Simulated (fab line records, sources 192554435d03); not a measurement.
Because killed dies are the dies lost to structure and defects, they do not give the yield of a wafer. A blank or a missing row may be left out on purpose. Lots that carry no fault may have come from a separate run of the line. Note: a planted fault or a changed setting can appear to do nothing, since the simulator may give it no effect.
Chamber matching    flow n5_finfet    4 sister chambers for N5_GATE_CUT_CMP_23 on cmp-02
The step polishes, stops on SiO2, t overpolish 23.4 s, target thk 16 nm. 18 wafers are shown with their chamber, then 9 later ones without.

WAFERS, EACH WITH ITS CHAMBER
wafer   chamber  motor_current_A (A)  overpolish_run_s (s)  time_to_endpoint_s (s)
L075.2  0        9.8                  23.405                19.1
L075.3  1        7.9                  23.399                20.2
L075.5  3        9.0                  23.411                20.3
L078.1  2        8.7                  23.395                19.1
L078.2  0        10.2                 23.389                19.7
L078.3  1        7.3                  23.411                18.1
L079.2  0        9.3                  23.397                23.6
L079.4  3        9.3                  23.411                23.8
L079.6  1        7.6                  23.399                22.5
L083.2  3        9.3                  23.413                18.0
L083.3  2        8.7                  23.382                18.2
L083.5  3        9.2                  23.416                17.4
L088.2  0        9.6                  23.395                21.5
L088.5  0        9.5                  23.399                18.6
L088.6  1        7.8                  23.411                20.8
L090.2  3        9.4                  23.401                15.7
L090.3  0        9.5                  23.386                20.2
L090.4  1        7.6                  23.394                18.9

SIGNATURES, as means of the wafers listed above
reading             chamber 0  chamber 1  chamber 2  chamber 3  scatter within a chamber
motor_current_A     9.650      7.640      8.700      9.240      0.239
overpolish_run_s    23.39517   23.40280   23.38850   23.41040   0.00702
time_to_endpoint_s  20.450     20.100     18.650     19.040     2.21
Rule: for a wafer and a chamber, the distance is found by dividing, reading by reading, the gap between the wafer's reading and the chamber's mean by the reading's scatter, squaring, summing and taking the root. If the next closest chamber is less than 2 further off than the closest, the wafer can't be placed; otherwise it belongs to the closest. The scatter is the square root of a quotient: the sum, over the shown wafers, of each reading's squared deviation from its chamber's mean, divided by wafers minus chambers.

WAFERS WITH NO CHAMBER GIVEN
wafer   motor_current_A (A)  overpolish_run_s (s)  time_to_endpoint_s (s)
L093.1  9.1                  23.402                21.1
L093.2  9.5                  23.395                21.3
L093.4  7.9                  23.398                18.4
L095.1  8.8                  23.403                17.8
L095.4  7.7                  23.398                18.8
L095.5  9.7                  23.392                19.4
L097.1  9.2                  23.395                20.4
L097.5  10.2                 23.398                18.7
L097.6  9.1                  23.401                20.0

EACH ONE'S CHAMBER
wafer    from the rows above            in truth
L093.1   can't be placed: 3 or 0 or 2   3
L093.2   can't be placed: 0 or 3        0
L093.4   1                              1
L095.1   can't be placed: 2 or 3 or 0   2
L095.4   1                              1
L095.5   0                              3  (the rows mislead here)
L097.1   can't be placed: 0 or 3 or 2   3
L097.5   can't be placed: 0 or 3        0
L097.6   can't be placed: 3 or 0 or 2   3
Placed correctly: 2 of 9. From these rows, 6 cannot be placed; in 6 the true chamber is one of the candidates. Number placed wrongly: 1.
